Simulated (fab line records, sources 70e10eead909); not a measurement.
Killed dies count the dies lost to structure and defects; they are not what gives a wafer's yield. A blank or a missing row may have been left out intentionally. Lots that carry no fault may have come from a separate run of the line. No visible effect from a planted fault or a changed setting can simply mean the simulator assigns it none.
Matching of chambers | flow nand-harc | 4 sister chambers for NHARC_A_BONDPAD_DESCUM_11 on rie-diel-13
The step chemistry O2, time 3 s. 8 wafers are shown with their chamber, then 12 later ones without.

## WAFERS PAIRED WITH THEIR CHAMBERS
wafer  | chamber | drypump-motor-current-A (A) | oes-product-au (a.u.)
L087.4 | 1       | 5.0                         | 1.004
L087.6 | 3       | 6.1                         | 1.002
L088.1 | 0       | 6.1                         | 0.967
L088.2 | 3       | 6.0                         | 1.004
L088.5 | 0       | 6.1                         | 0.965
L090.2 | 2       | 6.7                         | 1.012
L090.3 | 1       | 5.0                         | 1.010
L090.6 | 2       | 6.7                         | 1.008

## WAFERS WITH NO CHAMBER GIVEN
wafer  | drypump-motor-current-A (A) | oes-product-au (a.u.)
L091.1 | 6.0                         | 0.988
L091.2 | 6.7                         | 1.019
L091.3 | 6.0                         | 0.985
L094.1 | 5.0                         | 1.017
L094.3 | 6.7                         | 1.002
L094.4 | 6.1                         | 0.983
L096.2 | 5.0                         | 1.016
L096.3 | 6.1                         | 0.991
L096.4 | 6.7                         | 1.011
L097.1 | 6.0                         | 0.968
L097.2 | 6.1                         | 0.981
L097.5 | 5.0                         | 1.009

## THE CHAMBER EACH PASSED THROUGH
wafer  | from the rows above     | in truth
L091.1 | 3                       | 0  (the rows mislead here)
L091.2 | 2                       | 2
L091.3 | can't be placed: 3 or 0 | 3
L094.1 | 1                       | 1
L094.3 | 2                       | 2
L094.4 | can't be placed: 0 or 3 | 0
L096.2 | 1                       | 1
L096.3 | 3                       | 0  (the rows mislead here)
L096.4 | 2                       | 2
L097.1 | 0                       | 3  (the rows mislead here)
L097.2 | 0                       | 0
L097.5 | 1                       | 1
7 of 12 placed correctly. Cannot be placed on the basis of these rows: 2; the candidates contain the true chamber in 2. 3 placed wrongly.
How it was worked out, from the rows above alone: a wafer's distance from a chamber is the root of the sum, over the readings, of the square of ((its reading less the chamber's mean) divided by the reading's scatter). The wafer belongs to the nearest chamber; if the next one is less than 2 further off, it can't be placed. Each chamber's mean is taken over the wafers shown for it. The scatter: take each reading less its chamber's mean, square it, sum over the shown wafers, divide by the number of wafers less the number of chambers, and take the root.
